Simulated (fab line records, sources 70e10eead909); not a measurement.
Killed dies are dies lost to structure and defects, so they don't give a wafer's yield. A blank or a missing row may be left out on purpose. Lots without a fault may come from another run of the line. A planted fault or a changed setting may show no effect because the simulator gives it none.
fab line records | flow nand_harc
record lots=7 wafers=19 last_day=33
route steps=1302 shown A_CONTACT@991
lots that met no fault: from a run of the same line without faults
start_h: hours from the record's first day to the start of the lot's first wafer shown | wait_h: hours since the lot's step before | " the same as in the row above | L1.1+2: a row that stands for several wafers | - no value, or no start given | * or withheld: withheld | < > ~ a bound
route shown NAME@n: a module of which the file shows steps, and the number in the route of the first | usual: mean/standard deviation of fault-free wafers | same: alike in all rows | chamber/n: place in a boat | sites: the reading at each site | _std_site: their standard deviation | _edge_site: outer sites' mean less inner sites' | radius_mm: how far each site lies from the wafer's centre | mask NAME#n: copy n | behind: the tool/chamber that last shaped the wafer | hold: why the lot was held/for how many hours/how that ended | device: the transistor (n, p or np) that didn't switch | end of line: the same wafers' tests at the end of the route | a step without rows: its recipe alone | killed: dies lost to structure and defects at the first sort, not the wafer's yield | map: a wafer's dies, x killed, . not, _ none there
set.NAME: the setting as run; set.NAME@STEP: as run at that earlier step | model.NAME: the simulator's own value behind a step, which no gauge read
lots at some steps of the route; a table a step, a row a wafer
services: from which hour (start_h, from the record's first day; less than 0 if before it) a tool's chamber was out of use, for how many hours, and why
## steps
# step NHARC_A_CONTACT_COAT_36
# recipe spin_rpm=1500 resist_thk_nm=90
# step NHARC_A_CONTACT_SOFTBAKE_37
# recipe temp_c=105 time_s=55
# step NHARC_A_CONTACT_EBR_38
# step NHARC_A_CONTACT_EXPOSE_39
# recipe na=1.35 sigma_outer=0.8 dose_mj=58.79 mask_id=A_CC_3
# step NHARC_A_CONTACT_PEB_40
# recipe peb_temp_c=100 peb_time_s=65
# step NHARC_A_CONTACT_DEVELOP_41
# recipe develop_time_s=35 dev_temp_c=23
# step NHARC_A_CONTACT_CD_MEAS_42
# recipe target_cd_nm=300 landing_energy_ev=500
# usual cd_nm=299.8/0.4
# columns lot.wafer tool chamber start_h wait_h cd_nm
L549.2 cd_sem-01 0 515.57 - 299.8
L549.3 " 0 " " 299.8
L549.5 " 0 " " 299.3
L551.4 cd_sem-02 0 520.51 - 300.3
L551.5 " 0 " " 300.0
L548.5 cd_sem-02 0 524.29 - 300.2
L548.6 " 0 " " 299.5
L559.3 cd_sem-01 0 613.72 - 300.0
L559.4 " 0 " " 299.5
L559.6 " 0 " " 299.9
L562.1 cd_sem-01 0 666.10 - 299.5
L562.2 " 0 " " 299.9
L562.6 " 0 " " 299.9
L565.3 cd_sem-03 0 686.02 - 299.4
L565.4 " 0 " " 299.2
L565.5 " 0 " " 299.3
L569.2 cd_sem-02 0 724.22 - 299.3
L569.3 " 0 " " 299.2
L569.4 " 0 " " 299.4
# step NHARC_A_CONTACT_OVL_MEAS_43
# usual overlay_x_nm=0.0/0.78 overlay_y_nm=0.1/0.85
# columns lot.wafer tool chamber start_h wait_h overlay_x_nm overlay_y_nm
L549.2 overlay-01 - 515.66 - 1.4 0.7
L549.3 " - " " 0.4 0.8
L549.5 " - " " 0.6 1.2
L551.4 overlay-01 - 520.60 - 0.7 -1.5
L551.5 " - " " 0.7 -0.9
L548.5 overlay-02 - 524.37 - -0.2 1.3
L548.6 " - " " 0.2 1.5
L559.3 overlay-01 - 613.80 - 0.0 -0.4
L559.4 " - " " 0.0 0.5
L559.6 " - " " 0.0 -0.2
L562.1 overlay-01 - 666.19 - 0.3 -0.6
L562.2 " - " " 0.4 -0.6
L562.6 " - " " 0.3 -0.4
L565.3 overlay-01 - 686.11 - 1.4 1.6
L565.4 " - " " 1.0 1.4
L565.5 " - " " 1.0 1.5
L569.2 overlay-02 - 724.30 - 0.0 -0.1
L569.3 " - " " 0.6 0.5
L569.4 " - " " -0.1 0.7
# step NHARC_A_CONTACT_INSPECT_44
# usual raw_defect_count=88/39
# columns lot.wafer tool chamber start_h wait_h raw_defect_count
L549.2 defect_inspect-02 - 515.69 0.0 69
L549.3 " - " " 70
L549.5 " - " " 70
L551.4 defect_inspect-02 - 520.63 0.0 158
L551.5 " - " " 159
L548.5 defect_inspect-02 - 524.40 0.0 115
L548.6 " - " " 120
L559.3 defect_inspect-01 - 613.84 0.0 47
L559.4 " - " " 56
L559.6 " - " " 51
L562.1 defect_inspect-02 - 666.22 0.0 114
L562.2 " - " " 114
L562.6 " - " " 95
L565.3 defect_inspect-01 - 686.14 0.0 122
L565.4 " - " " 118
L565.5 " - " " 102
L569.2 defect_inspect-01 - 724.34 0.0 138
L569.3 " - " " 146
L569.4 " - " " 124
# step NHARC_A_CONTACT_DESCUM_47
# recipe time_s=3 o2_flow_sccm=200 ar_flow_sccm=0 bias_power_w=0 chemistry=O2
# usual drypump_motor_current_A=5.8/0.49 oes_product_au=1.000/0.0069 rf_vpp_V=57.8/0.73 showerhead_plenum_p_Torr=1.91/0.083 throttle_valve_pct=11.311/0.0092
# columns lot.wafer tool chamber start_h wait_h drypump_motor_current_A oes_product_au rf_hours_counter_h rf_vpp_V showerhead_plenum_p_Torr throttle_valve_pct
L549.2 rie_diel-10 3 515.76 0.1 6.4 1.001 13 58.3 1.92 11.290
L549.3 " 0 " " 5.7 1.006 14 58.5 2.01 11.303
L549.5 " 3 " " 6.4 1.001 - 58.0 1.92 11.311
L551.4 rie_diel-10 3 520.70 0.1 6.4 0.999 14 56.8 1.92 11.322
L551.5 " 2 " " 5.8 0.993 - 58.0 1.94 11.304
L548.5 rie_diel-10 1 524.50 0.1 6.2 1.000 - 57.0 1.77 11.320
L548.6 " 2 " " 5.8 0.993 - 58.0 1.94 11.306
L559.4 rie_diel-05 3 613.94 0.1 4.9 0.999 - 56.9 1.81 11.306
L559.3 " 1 " " 4.7 1.001 - 57.0 1.94 11.323
L559.6 " 1 " " 4.8 0.994 - 58.4 1.94 11.306
L562.1 rie_diel-04 0 666.32 0.1 5.6 1.017 34 58.2 1.81 11.288
L562.2 " 1 " " 5.9 1.004 42 57.7 1.85 11.331
L562.6 " 2 " " 5.1 1.004 - 57.4 1.79 11.318
L565.4 rie_diel-05 0 686.20 0.1 6.1 1.000 27 57.4 1.88 11.323
L565.3 " 3 " " 4.9 1.005 38 57.4 1.80 11.314
L565.5 " 1 " " 4.8 1.004 - 56.2 1.93 11.305
L569.3 rie_diel-10 1 724.40 0.1 6.2 0.998 20 58.5 2.07 11.307
L569.2 " 2 " " 5.8 0.997 20 57.5 1.93 11.314
L569.4 " 3 " " 6.4 0.996 20 57.9 1.91 11.311
# step NHARC_A_CONTACT_ETCH_48
# recipe target_depth_a=390 over_etch_frac=0.3 time_s=65 ion_energy_ev=80 cf4_flow_sccm=150 ar_flow_sccm=0 rf_w=300 bias_w=100 chemistry=CF4
# usual drypump_motor_current_A=5.8/0.49 oes_product_au=1.001/0.0066 rf_vpp_V=151.3/1.3 showerhead_plenum_p_Torr=1.77/0.075 throttle_valve_pct=13.282/0.0083
# columns lot.wafer tool chamber start_h wait_h drypump_motor_current_A oes_product_au rf_hours_counter_h rf_vpp_V showerhead_plenum_p_Torr throttle_valve_pct
L549.2 rie_diel-10 0 515.88 0.1 5.7 1.006 14 152.3 1.85 13.280
L549.3 " 1 " " 6.2 1.000 16 150.0 1.64 13.275
L549.5 " 0 " " 5.7 1.002 - 152.5 1.85 13.302
L551.4 rie_diel-10 2 520.79 0.1 5.8 1.002 16 152.8 1.79 13.286
L551.5 " 1 " " 6.2 0.997 - 150.3 1.64 13.287
L548.6 rie_diel-10 2 524.57 0.1 5.8 1.001 - 151.1 1.79 13.280
L548.5 " 3 " " 6.4 1.011 - 151.3 1.78 13.288
L559.3 rie_diel-05 3 614.06 0.1 4.9 1.014 - 151.8 1.68 13.289
L559.4 " 1 " " 4.8 0.998 - 150.8 1.79 13.281
L559.6 " 3 " " 4.8 1.010 - 150.2 1.68 13.278
L562.1 rie_diel-04 2 666.44 0.1 5.1 1.004 41 148.6 1.66 13.287
L562.2 " 3 " " 6.2 1.003 42 150.8 1.77 13.277
L562.6 " 2 " " 5.1 1.007 - 148.6 1.66 13.289
L565.3 rie_diel-05 1 686.29 0.1 4.8 1.006 32 150.6 1.79 13.280
L565.4 " 3 " " 4.9 1.011 38 151.7 1.67 13.276
L565.5 " 2 " " 6.2 0.995 - 150.0 1.71 13.282
L569.3 rie_diel-10 0 724.48 0.1 5.7 1.009 21 152.6 1.84 13.273
L569.2 " 1 " " 6.2 0.996 20 153.3 1.90 13.277
L569.4 " 3 " " 6.4 1.011 20 150.3 1.77 13.286
# step NHARC_A_CONTACT_ETCH_49
# recipe target_depth_a=2600 over_etch_frac=0.3 time_s=475.3 ion_energy_ev=200 n2_flow_sccm=150 h2_flow_sccm=150 ar_flow_sccm=0 rf_w=400 bias_w=150 chemistry=N2/H2
# usual drypump_motor_current_A=5.8/0.49 oes_product_au=1.002/0.0075 rf_vpp_V=430.4/2.7 showerhead_plenum_p_Torr=2.03/0.092 throttle_valve_pct=14.170/0.0095
# columns lot.wafer tool chamber start_h wait_h drypump_motor_current_A oes_product_au rf_hours_counter_h rf_vpp_V showerhead_plenum_p_Torr throttle_valve_pct
L549.3 rie_diel-10 2 - - 5.8 1.003 14 431.1 2.07 14.159
L549.2 " 0 " " 5.7 1.011 14 433.2 2.14 14.171
L549.5 " 3 " " 6.4 1.002 - 432.0 2.05 14.163
L551.4 rie_diel-10 1 - - 6.2 0.992 18 425.6 1.88 14.174
L551.5 " 1 " " 6.2 0.996 - 425.3 1.88 14.181
L548.6 rie_diel-10 2 - - 5.8 0.990 - 430.8 2.07 14.185
L548.5 " 3 " " 6.4 0.993 - 431.2 2.05 14.174
L559.4 rie_diel-05 1 614.31 0.2 4.8 1.005 - 431.0 2.07 14.167
L559.3 " 3 " " 4.9 1.013 - 427.2 1.93 14.178
L559.6 " 3 " " 4.9 1.021 - 428.1 1.93 14.175
L562.2 rie_diel-04 1 - - 5.9 1.009 42 428.5 1.97 14.174
L562.1 " 2 " " 5.1 1.017 41 427.0 1.90 14.182
L562.6 " 1 " " 5.9 1.008 - 428.9 1.97 14.175
L565.4 rie_diel-05 3 - - 4.9 1.008 38 426.5 1.92 14.161
L565.3 " 0 " " 6.1 1.013 27 428.5 2.01 14.196
L565.5 " 3 " " 4.9 1.004 - 428.1 1.92 14.167
L569.4 rie_diel-10 1 - - 6.2 0.994 21 434.8 2.21 14.170
L569.3 " 3 " " 6.4 1.000 20 431.9 2.04 14.176
L569.2 " 0 " " 5.7 0.986 21 431.8 2.13 14.159
# step NHARC_A_CONTACT_ETCH_50
# recipe target_depth_a=1210 time_s=60.5 cf4_flow_sccm=100 chf3_flow_sccm=30 ar_flow_sccm=0 rf_w=500 bias_w=200 chemistry=CF4/CHF3
# usual drypump_motor_current_A=5.8/0.49 oes_product_au=0.952/0.021 rf_vpp_V=370.3/2.2 showerhead_plenum_p_Torr=1.56/0.067 throttle_valve_pct=16.803/0.0092
# columns lot.wafer tool chamber start_h wait_h drypump_motor_current_A oes_product_au rf_hours_counter_h rf_vpp_V showerhead_plenum_p_Torr throttle_valve_pct
L549.3 rie_diel-10 1 516.38 - 6.1 0.954 16 367.1 1.46 16.799
L549.2 " 2 " " 5.8 0.958 15 371.0 1.59 16.800
L549.5 " 2 " " 5.8 0.851 - 374.1 1.59 16.792
L551.4 rie_diel-10 0 521.21 - 5.7 0.979 15 372.8 1.65 16.803
L551.5 " 0 " " 5.7 0.865 - 372.7 1.65 16.806
L548.5 rie_diel-10 1 525.03 - 6.2 0.836 - 367.0 1.46 16.806
L548.6 " 2 " " 5.8 0.961 - 370.3 1.59 16.808
L559.3 rie_diel-05 1 614.75 0.3 4.8 0.939 - 370.2 1.59 16.813
L559.4 " 3 " " 4.9 0.968 - 369.2 1.49 16.805
L559.6 " 3 " " 4.9 0.953 - 368.2 1.49 16.797
L562.2 rie_diel-04 2 666.93 - 5.1 0.923 42 368.3 1.47 16.795
L562.1 " 3 " " 6.2 0.911 42 370.4 1.57 16.814
L562.6 " 3 " " 6.1 0.919 - 370.9 1.57 16.794
L565.3 rie_diel-05 1 686.73 - 4.8 0.970 32 370.2 1.59 16.808
L565.4 " 3 " " 4.9 0.986 38 368.2 1.49 16.802
L565.5 " 0 " " 6.1 0.973 - 370.1 1.55 16.804
L569.2 rie_diel-10 3 724.92 - 6.4 0.978 20 370.6 1.57 16.804
L569.4 " 0 " " 5.7 0.976 21 372.1 1.64 16.804
L569.3 " 2 " " 5.8 0.966 21 371.6 1.59 16.806
# step NHARC_A_CONTACT_ETCH_51
# recipe target_depth_a=70000 over_etch_frac=0.3 time_s=1820 ion_energy_ev=150 o2_flow_sccm=400 cos_flow_sccm=20 ar_flow_sccm=0 rf_w=500 bias_w=300 chemistry=O2/COS
# usual drypump_motor_current_A=5.8/0.49 oes_product_au=1.000/0.0067 rf_vpp_V=313.9/2.1 showerhead_plenum_p_Torr=3.10/0.13 throttle_valve_pct=28.330/0.0089
# columns lot.wafer tool chamber start_h wait_h drypump_motor_current_A oes_product_au rf_hours_counter_h rf_vpp_V showerhead_plenum_p_Torr throttle_valve_pct
L549.3 rie_diel-10 2 - - 5.8 0.997 15 315.9 3.16 28.330
L549.2 " 3 " " 6.4 1.002 14 314.6 3.13 28.335
L549.5 " 2 " " 5.8 0.997 - 315.6 3.16 28.348
L551.4 rie_diel-10 3 - - 6.4 0.989 15 314.7 3.13 28.316
L551.5 " 2 " " 5.8 0.996 - 313.8 3.16 28.320
L548.5 rie_diel-10 1 - - 6.2 1.004 - 311.5 2.90 28.351
L548.6 " 2 " " 5.8 0.992 - 313.4 3.16 28.314
L559.4 rie_diel-05 3 615.36 0.6 4.9 1.013 - 312.3 2.96 28.316
L559.3 " 1 " " 4.8 1.008 - 315.2 3.16 28.335
L559.6 " 3 " " 4.9 1.006 - 311.1 2.96 28.330
L562.1 rie_diel-04 2 - - 5.1 1.014 42 311.0 2.93 28.335
L562.2 " 1 " " 5.9 0.998 42 313.6 3.02 28.336
L562.6 " 3 " " 6.2 1.000 - 314.6 3.12 28.316
L565.3 rie_diel-05 0 - - 6.2 1.011 27 312.7 3.08 28.338
L565.4 " 2 " " 6.2 0.991 39 314.6 3.03 28.337
L565.5 " 1 " " 4.8 0.996 - 316.2 3.15 28.335
L569.3 rie_diel-10 1 - - 6.2 1.000 21 318.7 3.36 28.332
L569.2 " 2 " " 5.8 0.998 21 315.7 3.15 28.337
L569.4 " 3 " " 6.4 1.002 20 312.5 3.12 28.328
## services
# columns tool chamber start_h hours kind
rie_diel-10 2 491.88 3.8 repair
rie_diel-10 0 493.47 8.1 repair
rie_diel-10 0 502.18 - clean
rie_diel-10 1 502.18 - clean
rie_diel-10 2 502.18 - clean
rie_diel-10 3 502.18 - clean
rie_diel-10 3 502.36 6.0 repair
rie_diel-04 - 518.10 0.4 repair
rie_diel-10 0 526.68 - clean
rie_diel-10 1 526.68 - clean
rie_diel-10 2 526.68 - clean
rie_diel-10 3 526.68 - clean
rie_diel-04 - 532.73 9.0 pm
rie_diel-04 0 556.36 9.9 repair
rie_diel-04 2 578.68 6.6 repair
rie_diel-05 - 583.79 9.0 pm
rie_diel-10 3 587.41 6.6 repair
rie_diel-10 - 596.68 9.0 pm
rie_diel-05 0 610.12 17.1 repair
rie_diel-05 1 645.84 2.8 repair
rie_diel-10 3 648.01 3.5 repair
rie_diel-05 - 651.99 2.0 repair
rie_diel-10 - 661.80 0.6 repair
rie_diel-04 - 709.92 9.0 pm
## key
first_sign step=NHARC_A_CONTACT_ETCH_50 reading=oes_product_au direction=down sigmas=4.8 usual=0.952 struck=0.851
effect none on later readings
met_at NHARC_A_CONTACT_ETCH_50
struck_wafers L548.5,L549.5,L551.5
sort_left_out L548.5,L549.5,L551.5
tester_left_out L548,L549,L551
fault kind=process_parameter_drift tool=rie_diel-10 chamber=- onset_h=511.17 steps=NHARC_A_CONTACT_ETCH_50 channel=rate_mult offset=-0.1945 shape=step end_h=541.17 scope=struck_wafers_only
# tester_left_out: of these lots the tester's yield and bins aren't shown, on N5 and GAA mostly nor the transistor test; their killed dies are dies lost to structure and defects alone, not to doping, threshold or leakage, so they don't give the yield
# sort_left_out: the simulated sort isn't trusted on such a fault, so these wafers' sort isn't shown, and their yield isn't known
